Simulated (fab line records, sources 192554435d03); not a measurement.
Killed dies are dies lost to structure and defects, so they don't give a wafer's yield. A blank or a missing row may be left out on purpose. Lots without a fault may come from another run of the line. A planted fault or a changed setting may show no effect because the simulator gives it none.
Which tool did it? | flow n5_finfet | 11 lots, 31 wafers sampled, at 3 steps of a route of 1938

WHAT THE GAUGES READ, wafer by wafer
N5_BEOL_M8_OVL_MEAS_12.
lot  | measured     | on         | M8_OVL (nm)
L372 | day 9 01:38  | overlay-01 | -1.1 0.3 -0.4
L373 | day 9 07:57  | overlay-02 | -0.7 0.7 0.0
L376 | day 10 13:57 | overlay-01 | 0.0 -0.6 -1.5
L378 | day 11 00:22 | overlay-01 | 0.3 0.2 1.3
L382 | day 11 23:36 | overlay-01 | 0.4 0.5 0.3
L389 | day 14 03:40 | overlay-01 | -2.0 -2.6 -1.3
L391 | day 14 11:29 | overlay-01 | -1.0 0.4 -0.8
L392 | day 14 14:17 | overlay-02 | -0.5 -0.8
L390 | day 15 06:43 | overlay-01 | -0.5 -0.9
L394 | day 15 12:29 | overlay-02 | -0.2 -0.6 -1.0
L395 | day 16 05:04 | overlay-02 | -1.5 0.0 -1.2

N5_BEOL_M8_INSPECT_13: inspects for defects (brightfield).
lot  | measured     | on                | raw_defect_count
L372 | day 9 01:40  | defect_inspect-02 | 384 294 365
L373 | day 9 07:58  | defect_inspect-02 | 492 259 320
L376 | day 10 13:58 | defect_inspect-01 | 440 388 596
L378 | day 11 00:24 | defect_inspect-02 | 583 538 474
L382 | day 11 23:38 | defect_inspect-01 | 264 304 223
L389 | day 14 03:41 | defect_inspect-01 | 410 390 348
L391 | day 14 11:30 | defect_inspect-02 | 302 481 309
L392 | day 14 14:19 | defect_inspect-02 | 412 415
L390 | day 15 06:44 | defect_inspect-02 | 497 326
L394 | day 15 12:31 | defect_inspect-02 | 529 515 600
L395 | day 16 05:05 | defect_inspect-01 | 339 356 507

WHICH TOOL RAN EACH LOT (tool, then ch and the chambers of the sampled wafers, then the start)
lot  | N5_BEOL_M8_PECVD_70
L372 | pecvd-01 ch 0,1,2, day 8 23:30
L373 | pecvd-04 ch 1,2, day 9 06:20
L376 | pecvd-04 ch 0,1, day 10 12:19
L378 | pecvd-01 ch 0,1, day 10 23:02
L382 | pecvd-04 ch 0,2, day 11 22:31
L389 | pecvd-02 ch 0,2, day 14 02:55
L391 | pecvd-01 ch 1,2, day 14 10:59
L392 | pecvd-01 ch 1,2, day 14 12:15
L390 | pecvd-04 ch 0, day 15 03:47
L394 | pecvd-04 ch 0,1,2, day 15 10:47
L395 | pecvd-02 ch 0,1,2, day 16 02:44
- N5_BEOL_M8_PECVD_70: deposits SiO2 from TEOS/O2, target thk 20 nm, time 22.7 s.

WHAT THE TOOLS THEMSELVES READ (means of the sampled wafers that have a number; where no wafer has one, the mark that the record gives instead)
N5_BEOL_M8_PECVD_70.
lot  | tool     | chamber_pressure_Torr (Torr) | heater_power_outer_w (W) | heater_power_w (W) | rf_fwd_power_W (W) | showerhead_plenum_p_Torr (Torr) | throttle_valve_pct (%)
L372 | pecvd-01 | 5.505                        | 372                      | 654                | 445.0              | 8.82                            | 21.6
L373 | pecvd-04 | 5.513                        | 631                      | 1009               | 444.8              | 8.92                            | 21.6
L376 | pecvd-04 | 5.494                        | 463                      | 760                | 447.1              | 8.82                            | 22.1
L378 | pecvd-01 | 5.503                        | 355                      | 631                | 446.1              | 8.80                            | 21.6
L382 | pecvd-04 | 5.477                        | 429                      | 723                | 446.5              | 8.91                            | 22.2
L389 | pecvd-02 | 5.506                        | 373                      | 626                | 446.2              | 8.72                            | 22.7
L391 | pecvd-01 | 5.499                        | 353                      | 607                | 444.3              | 8.77                            | 21.2
L392 | pecvd-01 | 5.510                        | 371                      | 642                | 444.1              | 8.78                            | 21.2
L390 | pecvd-04 | 5.506                        | 461                      | 758                | 446.4              | 8.87                            | 22.5
L394 | pecvd-04 | 5.496                        | 571                      | 910                | 445.2              | 8.88                            | 22.3
L395 | pecvd-02 | 5.499                        | 357                      | 621                | 446.2              | 8.80                            | 23.1

THE ANSWER, worked out from the rows above alone
Rule: what is usual is taken from the lots themselves. Put in order of their means at a reading, lots are off if they are a third of the lots or fewer, leave a main group of 4 or more, and stand apart from it by a gap of 3 or more times the standard deviation of the main group's means; of several such gaps the widest counts. A main group whose means are all the same, to the digits that the tables above print for the reading, isn't used. A lot without any number at a reading at which 4 lots or more have one is off too. The other lots that the step has rows for count as sound. The gauges are gone through in route order, then the tools' own readings, and for those a lot's mean is taken as printed above. The first step at which some lot is off is used, and at that step the reading that is off furthest; a lot without a number counts as furthest.
No lot is off at any reading shown: from this, nothing can be told.

WHAT THE SIMULATOR HAD PUT IN
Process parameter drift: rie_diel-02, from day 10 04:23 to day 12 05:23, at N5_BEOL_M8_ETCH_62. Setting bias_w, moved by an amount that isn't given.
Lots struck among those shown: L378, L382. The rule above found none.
